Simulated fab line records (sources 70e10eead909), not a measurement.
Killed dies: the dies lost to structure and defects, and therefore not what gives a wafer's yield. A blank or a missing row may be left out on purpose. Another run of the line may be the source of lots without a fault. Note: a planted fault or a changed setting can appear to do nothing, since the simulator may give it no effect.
Which tool was responsible? + flow nand-harc + 24 lots with 72 wafers sampled at 6 steps, on a route of 1302 steps

WHAT THE GAUGES READ, wafer by wafer
NHARC_A_BONDPAD_CD_MEAS_13.
| lot  | measured     | on        | cd-nm (nm)        |
|------|--------------|-----------|-------------------|
| L074 | day 23 13:16 | cd-sem-01 | 501.5 503.8 500.5 |
| L075 | day 23 14:17 | cd-sem-02 | 501.2 502.0 500.8 |
| L076 | day 23 19:40 | cd-sem-02 | 501.0 502.4 501.3 |
| L077 | day 24 20:17 | cd-sem-01 | 499.5 496.9 499.2 |
| L079 | day 25 07:27 | cd-sem-03 | 499.5 500.4 498.8 |
| L078 | day 25 21:58 | cd-sem-01 | 501.9 500.0 500.0 |
| L081 | day 26 03:10 | cd-sem-01 | 496.3 499.9 500.4 |
| L082 | day 26 14:29 | cd-sem-03 | 497.3 498.2 497.3 |
| L080 | day 26 17:14 | cd-sem-03 | 499.2 499.2 501.4 |
| L083 | day 26 19:11 | cd-sem-03 | 501.2 499.7 499.9 |
| L084 | day 27 00:29 | cd-sem-03 | 496.2 501.2 498.7 |
| L085 | day 27 22:28 | cd-sem-01 | 500.2 502.2 499.8 |
| L086 | day 28 04:01 | cd-sem-03 | 495.2 501.6 501.4 |
| L087 | day 28 06:36 | cd-sem-02 | 498.9 499.1 501.3 |
| L088 | day 29 11:34 | cd-sem-01 | 501.6 497.2 495.5 |
| L089 | day 29 13:26 | cd-sem-02 | 501.3 501.3 502.6 |
| L090 | day 30 06:34 | cd-sem-02 | 501.3 500.8 501.9 |
| L091 | day 30 07:36 | cd-sem-02 | 495.9 495.6 500.9 |
| L092 | day 30 12:05 | cd-sem-01 | 497.0 498.5 496.5 |
| L093 | day 31 04:12 | cd-sem-01 | 499.2 500.3 501.8 |
| L096 | day 31 11:17 | cd-sem-02 | 502.3 503.1 502.6 |
| L094 | day 31 11:35 | cd-sem-03 | 497.9 500.5 498.1 |
| L095 | day 31 16:49 | cd-sem-03 | 501.2 500.8 500.4 |
| L097 | day 33 04:26 | cd-sem-03 | 504.3 500.4 501.8 |

NHARC_A_BONDPAD_INSPECT_23.
| lot  | measured     | on                | raw-defect-count |
|------|--------------|-------------------|------------------|
| L074 | day 23 15:31 | defect-inspect-02 | 676 495 496      |
| L075 | day 23 16:36 | defect-inspect-01 | 429 463 413      |
| L076 | day 23 21:55 | defect-inspect-02 | 553 571 622      |
| L077 | day 24 22:31 | defect-inspect-01 | 726 558 524      |
| L079 | day 25 09:43 | defect-inspect-02 | 444 369 424      |
| L078 | day 26 00:12 | defect-inspect-02 | 593 491 428      |
| L081 | day 26 05:26 | defect-inspect-02 | 425 446 513      |
| L082 | day 26 16:42 | defect-inspect-02 | 547 687 505      |
| L080 | day 26 19:28 | defect-inspect-01 | 546 519 496      |
| L083 | day 26 21:25 | defect-inspect-01 | 416 447 517      |
| L084 | day 27 02:43 | defect-inspect-01 | 716 828 841      |
| L085 | day 28 00:43 | defect-inspect-01 | 964 639 816      |
| L086 | day 28 06:14 | defect-inspect-02 | 411 591 405      |
| L087 | day 28 08:50 | defect-inspect-02 | 549 614 642      |
| L088 | day 29 13:47 | defect-inspect-02 | 474 577 589      |
| L089 | day 29 15:41 | defect-inspect-01 | 427 401 491      |
| L090 | day 30 08:50 | defect-inspect-01 | 468 507 377      |
| L091 | day 30 09:52 | defect-inspect-02 | 591 523 566      |
| L092 | day 30 14:50 | defect-inspect-01 | 669 680 651      |
| L093 | day 31 06:30 | defect-inspect-02 | 588 696 787      |
| L096 | day 31 13:39 | defect-inspect-01 | 520 598 525      |
| L094 | day 31 13:54 | defect-inspect-01 | 401 521 426      |
| L095 | day 31 19:04 | defect-inspect-01 | 430 567 549      |
| L097 | day 33 06:59 | defect-inspect-02 | 615 551 890      |

WHAT TOOL EACH LOT RAN ON (gives the tool, then ch and the chambers of the sampled wafers, and finally the start)
| lot  | NHARC_A_M1_STRIP_18                | NHARC_A_M1_CMP_23             | NHARC_A_BONDPAD_DEP_00                   | NHARC_A_BONDPAD_CMP_19        |
|------|------------------------------------|-------------------------------|------------------------------------------|-------------------------------|
| L074 | rie-diel-08 ch 1,2,3, day 23 08:43 | cmp-03 ch 0,2,3, day 23 10:27 | pecvd-02 ch 0,1, day 23 11:40            | cmp-02 ch 0,1,2, day 23 14:58 |
| L075 | rie-diel-03 ch 0,1,2, day 23 09:37 | cmp-03 ch 0,2,3, day 23 11:20 | pecvd-04 ch 0,2, day 23 14:17 or earlier | cmp-04 ch 0,2,3, day 23 16:03 |
| L076 | rie-diel-11 ch 1,2,3, day 23 15:08 | cmp-03 ch 0,1, day 23 16:50   | pecvd-03 ch 0,1, day 23 18:02            | cmp-01 ch 0,2, day 23 21:24   |
| L077 | rie-diel-03 ch 0,1,3, day 24 15:48 | cmp-04 ch 1,2, day 24 17:29   | pecvd-03 ch 0,2, day 24 18:45            | cmp-02 ch 1,2,3, day 24 22:03 |
| L079 | rie-diel-11 ch 1,2,3, day 25 02:45 | cmp-03 ch 0,1,2, day 25 04:32 | pecvd-03 ch 0,2, day 25 05:42            | cmp-01 ch 0,1,2, day 25 09:10 |
| L078 | rie-diel-11 ch 0,1,3, day 25 17:02 | cmp-03 ch 0,3, day 25 18:43   | pecvd-04 ch 1,2, day 25 20:16            | cmp-04 ch 0,2,3, day 25 23:44 |
| L081 | rie-diel-08 ch 0,2,3, day 25 22:32 | cmp-03 ch 0,1,3, day 26 00:18 | pecvd-03 ch 1,2, day 26 01:29            | cmp-02 ch 1,2,3, day 26 04:56 |
| L082 | rie-diel-08 ch 0,2,3, day 26 09:28 | cmp-02 ch 1,2,3, day 26 11:21 | pecvd-04 ch 0,1,2, day 26 12:44          | cmp-04 ch 0,2,3, day 26 16:11 |
| L080 | rie-diel-03 ch 1,3, day 26 12:35   | cmp-04 ch 0,2, day 26 14:20   | pecvd-03 ch 0,2, day 26 15:31            | cmp-02 ch 0,1,3, day 26 18:59 |
| L083 | rie-diel-03 ch 0,1,2, day 26 14:07 | cmp-02 ch 0,1,3, day 26 16:17 | pecvd-04 ch 1,2, day 26 19:11 or earlier | cmp-02 ch 2,3, day 26 20:53   |
| L084 | rie-diel-11 ch 0,1,3, day 26 19:45 | cmp-04 ch 0,1,3, day 26 21:34 | pecvd-02 ch 2, day 26 22:47              | cmp-01 ch 0,2,3, day 27 02:15 |
| L085 | rie-diel-08 ch 0,3, day 27 17:40   | cmp-04 ch 0,1, day 27 19:34   | pecvd-03 ch 0,1,2, day 27 20:46          | cmp-01 ch 0,2,3, day 28 00:13 |
| L086 | rie-diel-11 ch 0,1, day 27 23:31   | cmp-03 ch 1,2,3, day 28 01:18 | pecvd-04 ch 0,1,2, day 28 02:31          | cmp-02 ch 1,2,3, day 28 05:47 |
| L087 | rie-diel-11 ch 0,1,3, day 28 02:05 | cmp-03 ch 0,1,3, day 28 03:49 | pecvd-04 ch 0,1, day 28 04:59            | cmp-04 ch 1,2,3, day 28 08:19 |
| L088 | rie-diel-11 ch 0,1, day 29 06:43   | cmp-02 ch 0,2,3, day 29 08:49 | pecvd-02 ch 0,1, day 29 09:56            | cmp-04 ch 1,3, day 29 13:17   |
| L089 | rie-diel-03 ch 1,2,3, day 29 08:39 | cmp-03 ch 0,2,3, day 29 10:41 | pecvd-02 ch 0,1,2, day 29 11:51          | cmp-02 ch 0,2,3, day 29 15:10 |
| L090 | rie-diel-08 ch 0,2, day 30 02:04   | cmp-03 ch 1,2,3, day 30 03:47 | pecvd-03 ch 0,1, day 30 04:57            | cmp-04 ch 0,1,3, day 30 08:18 |
| L091 | rie-diel-08 ch 0,2, day 30 03:05   | cmp-02 ch 0,3, day 30 04:48   | pecvd-04 ch 0,1, day 30 05:58            | cmp-04 ch 1,2, day 30 09:18   |
| L092 | rie-diel-08 ch 1,2,3, day 30 07:14 | cmp-02 ch 0,2,3, day 30 09:02 | pecvd-02 ch 1,2, day 30 12:05 or earlier | cmp-04 ch 0,2,3, day 30 14:22 |
| L093 | rie-diel-08 ch 0,3, day 30 23:29   | cmp-04 ch 1,3, day 31 01:13   | pecvd-03 ch 0,2, day 31 02:28            | cmp-04 ch 0,1,3, day 31 06:01 |
| L096 | rie-diel-03 ch 0,1,3, day 31 06:27 | cmp-03 ch 2,3, day 31 08:12   | pecvd-04 ch 0,2, day 31 11:17 or earlier | cmp-01 ch 2,3, day 31 13:10   |
| L094 | rie-diel-11 ch 1,2,3, day 31 06:45 | cmp-02 ch 0,1,3, day 31 08:31 | pecvd-04 ch 1,2, day 31 11:35 or earlier | cmp-02 ch 0,1,3, day 31 13:23 |
| L095 | rie-diel-03 ch 0,2,3, day 31 12:12 | cmp-02 ch 0,3, day 31 13:54   | pecvd-02 ch 0,1,2, day 31 15:10          | cmp-01 ch 0,2,3, day 31 18:34 |
| L097 | rie-diel-03 ch 0,2,3, day 32 23:45 | cmp-04 ch 2,3, day 33 01:31   | pecvd-03 ch 0,1,2, day 33 02:47          | cmp-04 ch 0,2, day 33 06:28   |
- NHARC_A_M1_STRIP_18: strips in N2/H2.
- NHARC_A_M1_CMP_23: polishes, t overpolish 20 s, target thk 154.34 nm.
- NHARC_A_BONDPAD_DEP_00: deposits SiCN, target thk 250 nm.
- NHARC_A_BONDPAD_CMP_19: polishes, t overpolish 30 s, cu recess touch 16 s, target thk 169.82 nm.

WHAT THE TOOLS THEMSELVES READ (means of the sampled wafers that have a number; where no wafer has one, the mark that the record gives instead)
NHARC_A_M1_STRIP_18.
| lot  | tool        | drypump-motor-current-A (A) | oes-product-au (a.u.) | rf-fwd-power-W (W) | rf-vpp-V (V) | showerhead-plenum-p-Torr (Torr) | throttle-valve-pct (%) |
|------|-------------|-----------------------------|-----------------------|--------------------|--------------|---------------------------------|------------------------|
| L074 | rie-diel-08 | 5.8                         | 1.001                 | 995                | 91.7         | 2.02                            | 14.173                 |
| L075 | rie-diel-03 | 5.5                         | 1.003                 | 996                | 90.9         | 2.10                            | 14.173                 |
| L076 | rie-diel-11 | 5.7                         | 1.001                 | 995                | 90.5         | 2.10                            | 14.162                 |
| L077 | rie-diel-03 | 5.9                         | 1.004                 | 995                | 89.9         | 2.04                            | 14.175                 |
| L079 | rie-diel-11 | 5.7                         | 1.001                 | 999                | 90.9         | 2.10                            | 14.172                 |
| L078 | rie-diel-11 | 5.9                         | 1.003                 | 997                | 90.8         | 2.04                            | 14.173                 |
| L081 | rie-diel-08 | 5.6                         | 1.008                 | 995                | 91.4         | 2.08                            | 14.164                 |
| L082 | rie-diel-08 | 5.6                         | 1.001                 | 996                | 90.0         | 2.08                            | 14.169                 |
| L080 | rie-diel-03 | 6.1                         | 0.996                 | 997                | 90.6         | 1.97                            | 14.171                 |
| L083 | rie-diel-03 | 5.5                         | 1.012                 | 1001               | 91.1         | 2.10                            | 14.170                 |
| L084 | rie-diel-11 | 5.9                         | 1.004                 | 996                | 90.5         | 2.04                            | 14.172                 |
| L085 | rie-diel-08 | 5.5                         | 0.998                 | 998                | 90.7         | 2.06                            | 14.170                 |
| L086 | rie-diel-11 | 6.0                         | 1.011                 | 1001               | 91.6         | 2.09                            | 14.166                 |
| L087 | rie-diel-11 | 5.9                         | 1.006                 | 999                | 90.7         | 2.04                            | 14.176                 |
| L088 | rie-diel-11 | 6.0                         | 1.005                 | 996                | 90.9         | 2.09                            | 14.172                 |
| L089 | rie-diel-03 | 5.7                         | 1.002                 | 998                | 89.9         | 2.03                            | 14.174                 |
| L090 | rie-diel-08 | 6.1                         | 0.998                 | 999                | 91.0         | 2.15                            | 14.169                 |
| L091 | rie-diel-08 | 6.0                         | 0.997                 | 999                | 92.2         | 2.15                            | 14.172                 |
| L092 | rie-diel-08 | 5.8                         | 0.993                 | 993                | 91.2         | 2.02                            | 14.167                 |
| L093 | rie-diel-08 | 5.2                         | 0.986                 | 998                | 89.8         | 2.00                            | 14.175                 |
| L096 | rie-diel-03 | 5.9                         | 0.997                 | 1001               | 90.4         | 2.03                            | 14.173                 |
| L094 | rie-diel-11 | 5.7                         | 0.995                 | 1000               | 91.5         | 2.09                            | 14.169                 |
| L095 | rie-diel-03 | 5.5                         | 0.997                 | 997                | 90.3         | 2.03                            | 14.170                 |
| L097 | rie-diel-03 | 5.5                         | 1.005                 | 995                | 90.6         | 2.03                            | 14.174                 |

NHARC_A_M1_CMP_23.
| lot  | tool   | motor-current-A (A) | time-to-endpoint-s (s) |
|------|--------|---------------------|------------------------|
| L074 | cmp-03 | 12.0                | 30.1                   |
| L075 | cmp-03 | 11.8                | 28.4                   |
| L076 | cmp-03 | 11.7                | 30.6                   |
| L077 | cmp-04 | 12.2                | 28.0                   |
| L079 | cmp-03 | 11.5                | 33.0                   |
| L078 | cmp-03 | 13.1                | 25.7                   |
| L081 | cmp-03 | 12.6                | 30.5                   |
| L082 | cmp-02 | 12.1                | 27.8                   |
| L080 | cmp-04 | 11.2                | 28.6                   |
| L083 | cmp-02 | 12.4                | 29.7                   |
| L084 | cmp-04 | 12.2                | 29.1                   |
| L085 | cmp-04 | 11.8                | 27.1                   |
| L086 | cmp-03 | 12.8                | 26.8                   |
| L087 | cmp-03 | 13.0                | 28.6                   |
| L088 | cmp-02 | 11.1                | 29.1                   |
| L089 | cmp-03 | 11.9                | 26.1                   |
| L090 | cmp-03 | 12.7                | 27.3                   |
| L091 | cmp-02 | 11.6                | 28.1                   |
| L092 | cmp-02 | 11.7                | 30.6                   |
| L093 | cmp-04 | 12.2                | 30.1                   |
| L096 | cmp-03 | 12.2                | 25.3                   |
| L094 | cmp-02 | 12.5                | 28.1                   |
| L095 | cmp-02 | 11.7                | 29.0                   |
| L097 | cmp-04 | 12.2                | 33.5                   |

NHARC_A_BONDPAD_DEP_00.
| lot  | tool     | heater-power-w (W) | rf-fwd-power-W (W) |
|------|----------|--------------------|--------------------|
| L074 | pecvd-02 | 602                | 449.3              |
| L075 | pecvd-04 | 588                | 449.7              |
| L076 | pecvd-03 | 620                | 447.7              |
| L077 | pecvd-03 | 550                | 449.5              |
| L079 | pecvd-03 | 527                | 449.0              |
| L078 | pecvd-04 | 590                | 449.5              |
| L081 | pecvd-03 | 637                | 449.7              |
| L082 | pecvd-04 | 613                | 450.1              |
| L080 | pecvd-03 | 545                | 451.1              |
| L083 | pecvd-04 | 537                | 449.4              |
| L084 | pecvd-02 | 442                | 448.0              |
| L085 | pecvd-03 | 586                | 448.6              |
| L086 | pecvd-04 | 596                | 449.3              |
| L087 | pecvd-04 | 580                | 448.3              |
| L088 | pecvd-02 | 554                | 448.2              |
| L089 | pecvd-02 | 566                | 448.8              |
| L090 | pecvd-03 | 522                | 448.9              |
| L091 | pecvd-04 | 565                | 448.7              |
| L092 | pecvd-02 | 624                | 449.5              |
| L093 | pecvd-03 | 563                | 450.0              |
| L096 | pecvd-04 | 537                | 447.5              |
| L094 | pecvd-04 | 549                | 449.6              |
| L095 | pecvd-02 | 517                | 450.3              |
| L097 | pecvd-03 | 601                | 449.9              |

NHARC_A_BONDPAD_CMP_19.
| lot  | tool   | motor-current-A (A) | overpolish-run-s (s) |
|------|--------|---------------------|----------------------|
| L074 | cmp-02 | 11.9                | 30.009               |
| L075 | cmp-04 | 11.5                | 30.000               |
| L076 | cmp-01 | 11.8                | 30.000               |
| L077 | cmp-02 | 12.4                | 29.998               |
| L079 | cmp-01 | 12.6                | 30.007               |
| L078 | cmp-04 | 11.7                | 29.990               |
| L081 | cmp-02 | 12.6                | 30.003               |
| L082 | cmp-04 | 12.1                | 29.998               |
| L080 | cmp-02 | 12.4                | 29.996               |
| L083 | cmp-02 | 11.5                | 29.994               |
| L084 | cmp-01 | 11.5                | 30.001               |
| L085 | cmp-01 | 11.5                | 30.000               |
| L086 | cmp-02 | 12.2                | 29.993               |
| L087 | cmp-04 | 12.2                | 30.005               |
| L088 | cmp-04 | 12.6                | 29.998               |
| L089 | cmp-02 | 11.9                | 29.999               |
| L090 | cmp-04 | 11.4                | 30.008               |
| L091 | cmp-04 | 11.8                | 29.993               |
| L092 | cmp-04 | 11.5                | 30.002               |
| L093 | cmp-04 | 11.1                | 30.001               |
| L096 | cmp-01 | 10.9                | 29.999               |
| L094 | cmp-02 | 12.7                | 30.004               |
| L095 | cmp-01 | 11.8                | 29.997               |
| L097 | cmp-04 | 11.9                | 30.009               |

THE ANSWER, worked out from the rows above alone
Rule: what is usual is taken from the lots themselves. Put in order of their means at a reading, lots are off if they are a third of the lots or fewer, leave a main group of 4 or more, and stand apart from it by a gap of 3 or more times the standard deviation of the main group's means; of several such gaps the widest counts. The tables above print the reading to a certain number of digits; a main group whose means all agree to those digits is not used. A lot without any number at a reading at which 4 lots or more have one is off too. Where the step has rows for the other lots, those lots are counted as sound. Order of review: gauges by route order, followed by the tools' own readings, for which a lot's mean as printed above is used. The first step at which some lot is off is used, and at that step the reading that is off furthest; a lot without a number counts as furthest.
Nothing can be told from this: no lot is off at any reading shown.

WHAT WAS PUT IN BY THE SIMULATOR
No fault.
